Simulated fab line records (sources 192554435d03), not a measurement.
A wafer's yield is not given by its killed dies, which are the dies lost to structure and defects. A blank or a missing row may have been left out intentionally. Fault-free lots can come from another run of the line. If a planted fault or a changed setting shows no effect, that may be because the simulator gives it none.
fab line records ; flow n5_finfet
record: lots: 10; wafers: 23; last_day: 19
route steps=1938 shown BEOL_M2@881 BEOL_M4@1111 PASSIVATION@1936
lots with no fault: from the same line, run without faults
start_h: hours from the record's first day to the start of the lot's first wafer shown ; wait_h: hours elapsed since this lot's preceding step ; " as in the row above ; L1.1+2: one row covering several wafers at once ; - no value, or no start was given ; * or withheld: withheld ; < > ~ a bound
route shown NAME@n: names a module that has steps shown in the file, with the first one's number in the route ; usual: mean/standard deviation taken from wafers without a fault ; same: alike in all rows ; chamber/n: place in a boat ; sites: per-site readings ; _std_site: their standard deviation ; _edge_site: outer sites' mean less inner sites' ; radius_mm: how far each site lies from the wafer's centre ; mask NAME#n: copy n ; behind: the tool/chamber that last shaped the wafer ; hold: reason for holding the lot/hours on hold/outcome of the hold ; device: transistor that didn't switch, given as n, p or np ; end of line: tests of these same wafers at the route's end ; step lacking rows: just its recipe ; killed: dies lost to structure and defects at the first sort, not the wafer's yield ; map: a wafer's dies, marking killed ones x, the rest . and places with no die _
set.NAME: the setting that was run; set.NAME@STEP: the one run at that earlier step ; model.NAME: the simulator's own value behind a step, which no gauge read
a sample of lots followed through the steps of the route, with each step as a table and each wafer as a row
services: from which hour (start_h, from the record's first day; less than 0 if before it) a tool's chamber was out of use, for how many hours, and why
== steps ==
step: N5_BEOL_M2_ETCH_69
recipe: chemistry: CF4; target: SiARC; target_depth_a: 156; mask_material: CAR-EUV; time_s: 26; ion_energy_ev: 80; pressure_mtorr: 40; source_w: 545; bias_w: 36; Ar_flow_sccm: 100; cf4_flow_sccm: 100; ends: cleared
usual: drypump_motor_current_A: 5.6/0.44; etch_rf_on_time_s: 26.0/1; oes_product_au: 0.69/0.084; rf_fwd_power_W: 532.6/2; rf_vpp_V: 184.3/1.2; showerhead_plenum_p_Torr: 2.16/0.067; throttle_valve_pct: 15.58/0.2
lot.wafer;tool;chamber;start_h;wait_h;drypump_motor_current_A;etch_rf_on_time_s;oes_product_au;rf_fwd_power_W;rf_hours_counter_h;rf_vpp_V;showerhead_plenum_p_Torr;throttle_valve_pct
L650.2;rie_diel-03;2;140.24;0.0;5.2;25.1;0.63;535.4;168;182.8;2.06;15.89
L650.3;rie_diel-03;1;140.24;0.0;5.8;29.3;0.57;533.1;207;181.7;2.12;15.45
L650.5;rie_diel-03;0;140.24;0.0;5.0;25.6;0.75;529.2;-;184.1;2.17;15.48
L651.3;rie_diel-04;1;141.46;0.0;5.7;25.4;0.65;535.1;171;183.5;2.13;15.71
L651.4;rie_diel-04;0;141.46;0.0;5.8;26.1;0.60;534.9;-;184.1;2.21;15.56
L653.1;rie_diel-04;2;172.90;0.0;6.2;26.0;0.83;531.7;3;185.4;2.27;15.32
L653.5;rie_diel-04;1;172.90;0.0;5.7;25.1;0.65;529.7;-;183.8;2.13;15.73
L654.3;rie_diel-04;3;179.79;0.0;6.0;26.2;0.78;534.4;19;184.7;2.17;15.47
L654.6;rie_diel-04;1;179.79;0.0;5.7;25.0;0.65;531.7;-;185.9;2.13;15.73
L660.2;rie_diel-04;2;206.04;0.0;6.2;25.9;0.79;531.4;13;185.4;2.27;15.33
L660.4;rie_diel-04;0;206.04;0.0;5.8;25.9;0.60;534.3;221;185.7;2.20;15.63
L660.6;rie_diel-04;2;206.04;0.0;6.2;25.8;0.79;531.4;-;187.1;2.27;15.35
L664.1;rie_diel-04;1;220.94;0.0;5.7;25.2;0.64;532.4;192;183.3;2.12;15.76
L664.4;rie_diel-04;3;220.94;0.0;6.0;26.9;0.75;533.2;32;184.1;2.16;15.50
L663.1;rie_diel-03;1;225.23;0.0;5.8;29.0;0.56;534.0;238;183.2;2.11;15.48
L663.5;rie_diel-03;3;225.23;0.0;4.9;25.9;0.76;529.3;-;185.6;2.27;15.38
L669.1;rie_diel-02;2;265.21;0.0;5.3;25.8;0.63;534.6;154;185.5;2.21;15.40
L669.3;rie_diel-02;1;265.21;0.0;5.4;25.9;0.80;533.0;17;182.8;2.11;15.55
L672.3;rie_diel-04;0;273.42;0.0;5.8;26.3;0.58;537.5;242;184.9;2.19;15.66
L672.5;rie_diel-04;2;273.42;0.0;6.2;26.0;0.76;531.0;-;186.0;2.26;15.36
L672.6;rie_diel-04;1;273.42;0.0;5.7;25.4;0.63;531.3;-;185.7;2.12;15.78
L673.1;rie_diel-04;2;281.77;0.0;6.2;25.6;0.76;530.3;34;187.1;2.26;15.40
L673.4;rie_diel-04;3;281.77;0.0;6.0;26.4;0.73;534.5;51;183.6;2.16;15.53
step: N5_BEOL_M2_VIA_ETCH_34
recipe: chemistry: C4F6/O2; target_depth_a: 694; mask_material: SOC; pressure_mtorr: 15; ion_energy_ev: 250; taper_deg: 4; time_s: 65.9; source_w: 350; bias_w: 170; Ar_flow_sccm: 300; C4F6_flow_sccm: 10; O2_flow_sccm: 10
usual: drypump_motor_current_A: 5.6/0.46; oes_f_703_au: 0.80/0.084; oes_product_au: 0.80/0.092; rf_fwd_power_W: 347.3/1.1; rf_vpp_V: 668/18; showerhead_plenum_p_Torr: 2.87/0.092; throttle_valve_pct: 30.72/0.29
lot.wafer;tool;chamber;start_h;wait_h;drypump_motor_current_A;oes_f_703_au;oes_product_au;rf_fwd_power_W;rf_hours_counter_h;rf_vpp_V;showerhead_plenum_p_Torr;throttle_valve_pct
L650.2;rie_diel-02;1;145.06;0.0;5.5;0.69;0.69;346.5;232;669;2.82;31.02
L650.3;rie_diel-02;0;145.06;0.0;6.3;0.89;0.84;345.6;66;650;2.88;31.09
L650.5;rie_diel-02;1;145.06;0.0;5.5;0.70;0.70;347.6;-;668;2.82;31.02
L651.3;rie_diel-03;2;145.19;0.0;5.2;0.74;0.74;348.9;169;671;2.72;31.15
L651.4;rie_diel-03;0;145.19;0.0;5.0;0.91;0.86;346.6;-;677;2.88;30.58
L653.1;rie_diel-02;3;181.76;0.0;5.7;0.97;0.96;348.2;7;655;2.79;30.45
L653.5;rie_diel-02;3;181.76;0.0;5.7;0.97;0.96;347.2;-;654;2.79;30.44
L654.3;rie_diel-03;0;204.88;0.0;5.0;0.88;0.84;346.8;50;677;2.87;30.61
L654.6;rie_diel-03;2;204.88;0.0;5.3;0.73;0.72;346.5;-;669;2.71;31.19
L660.2;rie_diel-02;1;220.03;0.0;5.5;0.72;0.93;263.9;2;765;2.81;31.01
L660.4;rie_diel-02;3;220.03;0.0;5.7;0.92;0.90;347.1;23;657;2.78;30.43
L660.6;rie_diel-02;2;220.03;0.0;5.3;0.76;0.76;348.4;-;655;2.95;30.50
L664.1;rie_diel-03;1;227.01;0.0;5.8;0.64;0.67;349.1;238;659;2.79;30.38
L664.4;rie_diel-03;0;227.01;0.0;5.0;0.86;0.83;348.8;57;676;2.87;30.60
L663.1;rie_diel-04;1;231.61;0.0;5.7;0.72;0.75;348.6;195;664;2.85;31.03
L663.5;rie_diel-04;2;231.61;0.0;6.2;0.89;0.92;345.3;-;662;3.02;30.72
L669.1;rie_diel-03;0;275.14;0.0;5.0;0.84;0.82;347.2;74;677;2.86;30.63
L669.3;rie_diel-03;2;275.14;0.0;5.3;0.71;0.70;347.7;217;668;2.70;31.19
L672.3;rie_diel-04;3;288.80;0.0;6.0;0.84;0.86;348.6;53;694;2.86;30.55
L672.5;rie_diel-04;2;288.80;0.0;6.2;0.86;0.89;346.0;-;662;3.01;30.72
L672.6;rie_diel-04;3;288.80;0.0;6.0;0.85;0.86;348.1;-;693;2.86;30.57
L673.1;rie_diel-04;0;294.35;0.0;5.8;0.72;0.66;348.8;247;646;2.90;30.46
L673.4;rie_diel-04;2;294.35;0.0;6.2;0.86;0.89;347.4;37;660;3.01;30.73
step: N5_BEOL_M2_TRENCH_ETCH_37
recipe: chemistry: C4F6/O2; target_depth_a: 555.55; target: SiOC; time_s: 29.2; ion_energy_ev: 250; pressure_mtorr: 30; source_w: 355; bias_w: 185; Ar_flow_sccm: 300; C4F6_flow_sccm: 10; O2_flow_sccm: 10
usual: drypump_motor_current_A: 5.6/0.46; oes_f_703_au: 0.80/0.084; oes_product_au: 0.80/0.092; rf_fwd_power_W: 350.6/1.4; rf_vpp_V: 668/18; showerhead_plenum_p_Torr: 2.88/0.092; throttle_valve_pct: 20.84/0.22
lot.wafer;tool;chamber;start_h;wait_h;drypump_motor_current_A;oes_f_703_au;oes_product_au;rf_fwd_power_W;rf_hours_counter_h;rf_vpp_V;showerhead_plenum_p_Torr;throttle_valve_pct
L650.2;rie_diel-02;1;-;-;5.4;0.70;0.70;347.9;232;671;2.82;21.17
L650.3;rie_diel-02;0;-;-;6.3;0.90;0.84;350.2;66;646;2.88;21.11
L650.5;rie_diel-02;1;-;-;5.5;0.70;0.70;348.1;-;670;2.82;21.18
L651.3;rie_diel-03;2;-;-;5.3;0.74;0.75;351.4;169;670;2.73;21.12
L651.4;rie_diel-03;0;-;-;5.0;0.91;0.86;349.9;-;677;2.88;20.72
L653.1;rie_diel-02;3;-;-;5.7;0.96;0.95;349.9;7;654;2.79;20.55
L653.5;rie_diel-02;3;-;-;5.7;0.97;0.96;348.9;-;655;2.79;20.53
L654.3;rie_diel-03;0;-;-;5.0;0.87;0.84;348.3;50;677;2.87;20.76
L654.6;rie_diel-03;2;-;-;5.2;0.72;0.72;349.8;-;669;2.72;21.15
L660.2;rie_diel-02;1;-;-;5.5;0.98;1.00;350.6;2;670;2.81;20.91
L660.4;rie_diel-02;3;-;-;5.7;0.92;0.90;350.8;23;655;2.78;20.57
L660.6;rie_diel-02;2;-;-;5.2;0.77;0.75;351.8;-;655;2.95;20.60
L664.1;rie_diel-03;1;-;-;5.8;0.64;0.65;351.1;238;659;2.80;20.65
L664.4;rie_diel-03;0;-;-;5.0;0.86;0.83;350.3;57;676;2.87;20.78
L663.1;rie_diel-04;1;-;-;5.7;0.73;0.76;350.5;195;666;2.85;21.16
L663.5;rie_diel-04;2;-;-;6.2;0.89;0.90;348.0;-;661;3.03;20.72
L669.1;rie_diel-03;0;-;-;5.0;0.84;0.81;348.7;74;677;2.86;20.79
L669.3;rie_diel-03;2;-;-;5.3;0.71;0.70;352.3;217;669;2.71;21.20
L672.3;rie_diel-04;3;-;-;6.0;0.84;0.86;351.6;53;693;2.86;20.76
L672.5;rie_diel-04;2;-;-;6.2;0.87;0.89;349.1;-;662;3.02;20.72
L672.6;rie_diel-04;3;-;-;6.0;0.83;0.85;351.4;-;694;2.86;20.73
L673.1;rie_diel-04;0;-;-;5.8;0.71;0.66;352.5;247;643;2.90;20.75
L673.4;rie_diel-04;2;-;-;6.2;0.86;0.88;348.2;37;661;3.02;20.73
step: N5_BEOL_M2_DEGAS_44
recipe: ambient: vacuum; temp_c: 250; time_s: 60
usual: heater_power_w: 342/34
lot.wafer;tool;chamber;start_h;wait_h;heater_power_w
L650.2;pvd_sputter-02;-;145.77;0.3;380
L650.3;pvd_sputter-02;-;145.77;0.3;319
L650.5;pvd_sputter-02;-;145.77;0.3;303
L651.3;pvd_sputter-03;-;145.80;0.2;315
L651.4;pvd_sputter-03;-;145.80;0.2;368
L653.1;pvd_sputter-02;-;182.25;0.1;377
L653.5;pvd_sputter-02;-;182.25;0.1;324
L654.3;pvd_sputter-02;-;205.41;0.1;309
L654.6;pvd_sputter-02;-;205.41;0.1;291
L660.2;pvd_sputter-01;-;221.03;0.6;330
L660.4;pvd_sputter-01;-;221.03;0.6;358
L660.6;pvd_sputter-01;-;221.03;0.6;344
L664.1;pvd_sputter-01;-;227.65;0.2;442
L664.4;pvd_sputter-01;-;227.65;0.2;365
L663.1;pvd_sputter-02;-;232.32;0.3;315
L663.5;pvd_sputter-02;-;232.32;0.3;370
L669.1;pvd_sputter-01;-;275.69;0.1;425
L669.3;pvd_sputter-01;-;275.69;0.1;337
L672.3;pvd_sputter-03;-;289.29;0.1;345
L672.5;pvd_sputter-03;-;289.29;0.1;353
L672.6;pvd_sputter-03;-;289.29;0.1;359
L673.1;pvd_sputter-01;-;295.00;0.2;366
L673.4;pvd_sputter-01;-;295.00;0.2;433
step: N5_BEOL_M4_RC_MEAS_101
usual: DIBL_N: 36.4/2.2; DIBL_P: 36.3/2.5; IOFF_N: 0.17/0.052; IOFF_P: 0.23/0.049; ION_N: 674/17; ION_P: 464/11; SS_N: 71.7/0.98; SS_P: 73.3/0.84; VT_N: 250/4; VT_P: -249/3.8
lot.wafer;tool;chamber;start_h;wait_h;DIBL_N[mV/V];DIBL_P[mV/V];IOFF_N[nA/um];IOFF_P[nA/um];ION_N[uA/um];ION_P[uA/um];SS_N[mV/dec];SS_P[mV/dec];VT_N[mV];VT_P[mV]
L650.2;prober-02;0;175.89;0.2;36.9;38.2;0.18;0.25;708;483;71.2;73.4;246;-246
L650.3;prober-02;0;175.89;0.2;40.0;41.8;0.23;0.32;704;487;72.4;75.1;245;-243
L650.5;prober-02;0;175.89;0.2;38.3;40.1;0.19;0.30;682;472;72.0;75.2;246;-245
L651.3;prober-01;0;186.41;0.3;36.5;36.3;0.15;0.22;686;466;71.0;72.7;247;-249
L651.4;prober-01;0;186.41;0.3;34.8;33.8;0.11;0.18;627;440;71.2;73.0;259;-257
L653.1;prober-02;0;228.12;0.0;37.2;36.4;0.19;0.25;657;448;73.0;74.4;248;-247
L653.5;prober-02;0;228.12;0.0;38.7;39.8;0.22;0.33;654;455;72.3;75.3;247;-245
L654.3;prober-01;0;233.47;0.3;35.7;36.6;0.16;0.28;683;483;71.7;73.1;250;-239
L654.6;prober-01;0;233.47;0.3;39.7;41.8;0.26;0.42;714;495;71.7;74.6;241;-238
L660.2;prober-02;0;272.13;0.2;33.8;34.2;0.12;0.18;657;453;70.8;72.6;255;-254
L660.4;prober-02;0;272.13;0.2;37.0;38.3;0.16;0.22;667;456;72.2;73.7;250;-252
L660.6;prober-02;0;272.13;0.2;39.7;41.5;0.21;0.29;683;467;72.6;74.8;245;-247
L664.1;prober-01;0;277.38;0.0;35.7;34.5;0.13;0.21;649;452;70.9;73.4;254;-249
L664.4;prober-01;0;277.38;0.0;37.0;36.6;0.17;0.26;680;468;71.5;73.4;246;-246
L663.1;prober-02;0;284.41;0.0;37.6;37.1;0.18;0.23;681;466;70.9;73.2;247;-250
L663.5;prober-02;0;284.41;0.0;43.4;42.4;0.33;0.33;675;454;74.1;74.4;241;-248
L669.1;prober-02;0;317.45;0.0;36.8;36.9;0.18;0.24;689;468;71.7;72.9;245;-248
L669.3;prober-02;0;317.45;0.0;38.1;38.4;0.19;0.25;679;463;72.0;73.9;246;-245
L672.3;prober-01;0;348.84;0.3;35.3;35.1;0.15;0.21;679;470;71.6;73.5;252;-248
L672.5;prober-01;0;348.84;0.3;37.2;37.3;0.19;0.24;687;470;71.8;73.9;247;-249
L672.6;prober-01;0;348.84;0.3;32.0;30.7;0.11;0.16;676;470;69.8;72.2;255;-253
L673.1;prober-01;0;349.46;0.7;33.5;34.5;0.12;0.19;652;459;71.2;72.9;255;-249
L673.4;prober-01;0;349.46;0.7;34.1;34.9;0.14;0.20;674;470;70.4;71.8;248;-249
step: N5_PASSIVATION_PROBE_49
usual: defect_limited_yield: 91.2/1.4; killed_at_M0_to_M3: 34/9.3; killed_at_M4_up: 14/5.9; killed_at_contacts: 14/5.7; killed_at_front_end: 38/10; killed_at_other: 4/3.2; killed_dies: 104/17; killed_on_rim: 14/4; killed_open: 67/13; killed_short: 33/6.9; sort_bin_5_function: 5.2/1; sort_bin_6_memory: 3.3/0.61; sort_bin_8_speed: 0.3/1.8; sort_n_pass: 1069/52; sort_yield_pct: 91/4.4
same: gross_dies: 1180; killed_at_back_side: 0; sort_bin_4_leakage[%]: 0
lot.wafer;tool;chamber;start_h;wait_h;defect_limited_yield[%];killed_at_M0_to_M3;killed_at_M4_up;killed_at_contacts;killed_at_front_end;killed_at_other;killed_dies;killed_on_rim;killed_open;killed_short;sort_bin_5_function[%];sort_bin_6_memory[%];sort_bin_8_speed[%];sort_n_pass;sort_yield_pct[%]
L660.2;prober-01;-;376.28;0.1;90.7;28;21;20;40;1;110;16;73;27;5.9;3.1;0;1070;91
L660.4;prober-01;-;376.38;0.2;91.9;24;14;11;32;14;95;8;54;29;5.5;2.3;0;1085;92
L660.6;prober-01;-;376.48;0.3;90.5;43;16;16;34;3;112;16;75;34;5.4;3.7;0;1068;91
killed by level:class
L660.2 MOL_CONTACT_COAG:geometric_particle:open=17 BEOL_M2:geometric_particle:open=9 BEOL_M4:geometric_particle:open=8 SD_EPI_N:area_etch=7 STI_FIN_REVEAL:geometric_particle:open=6 BEOL_M3:geometric_particle:open=6 FIN_SAQP:geometric_particle:short=5 BEOL_M8:geometric_particle:open=5
L660.4 PASSIVATION:area_etch=11 DUMMY_GATE:geometric_particle:open=7 BEOL_M3:geometric_particle:open=7 MOL_CONTACT_COAG:geometric_particle:open=7 BEOL_M2:geometric_particle:open=7 BEOL_M4:geometric_particle:open=7 ILD0:geometric_particle:short=6 FIN_SAQP:geometric_particle:short=5
L660.6 BEOL_M2:geometric_particle:open=13 MOL_CONTACT_COAG:geometric_particle:open=12 FIN_SAQP:geometric_particle:open=8 BEOL_M0_SAQP:geometric_particle:open=8 BEOL_M3:geometric_particle:open=8 BEOL_M4:geometric_particle:open=7 ILD0:geometric_particle:short=7 BEOL_M0_SAQP:geometric_particle:short=7
== services ==
tool;chamber;start_h;hours;kind
rie_diel-04;3;118.34;-;clean
rie_diel-04;3;118.34;-;consumable_replace:focus_ring
rie_diel-04;3;118.34;17.5;scheduled_down
rie_diel-04;3;118.34;17.5;vent_cycle
rie_diel-03;3;134.34;-;clean
rie_diel-03;3;134.34;-;consumable_replace:focus_ring
rie_diel-03;3;134.34;-;consumable_replace:showerhead
rie_diel-03;3;134.34;23.1;scheduled_down
rie_diel-03;3;134.34;23.1;vent_cycle
rie_diel-04;2;135.83;-;clean
rie_diel-04;2;135.83;-;consumable_replace:focus_ring
rie_diel-04;2;135.83;-;consumable_replace:showerhead
rie_diel-04;2;135.83;27.6;scheduled_down
rie_diel-04;2;135.83;27.6;vent_cycle
rie_diel-02;3;140.88;-;clean
rie_diel-02;3;140.88;-;consumable_replace:focus_ring
rie_diel-04;0;148.13;4.3;repair
pvd_sputter-01;-;155.00;1.1;repair
pvd_sputter-01;-;161.50;48.4;repair
rie_diel-03;0;201.11;2.7;repair
rie_diel-04;2;244.17;16.4;repair
rie_diel-03;1;263.46;-;clean
rie_diel-03;1;263.46;-;consumable_replace:focus_ring
rie_diel-02;1;286.15;11.8;repair
== key ==
first_sign: step: N5_BEOL_M2_VIA_ETCH_34; reading: rf_fwd_power_W; direction: down; sigmas: 73; usual: *; struck: *
effect: step: N5_BEOL_M2_VIA_ETCH_34; reading: rf_vpp_V; direction: up; sigmas: 5.5; usual: 668; struck: 765
met_at N5_BEOL_M2_VIA_ETCH_34
struck_lots L660
struck_wafers L660.2
baseline_loss: step: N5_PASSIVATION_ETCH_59; wafers: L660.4
not_acting_at N5_BEOL_M2_ETCH_69,N5_BEOL_M2_TRENCH_ETCH_37,N5_BEOL_M2_DEGAS_44
onset_between 145.06 220.03
fault: kind: process_parameter_drift; tool: rie_diel-02; chamber: 1; onset_h: 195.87; steps: N5_BEOL_M2_VIA_ETCH_34; channel: source_w; offset: -84; shape: step; end_h: 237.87; acts_in: these_recipes_only; stated: 350
baseline_loss: these wafers lose ten dies or more at that step, a loss of the line's own and not of a fault; the sort's usual values leave them out
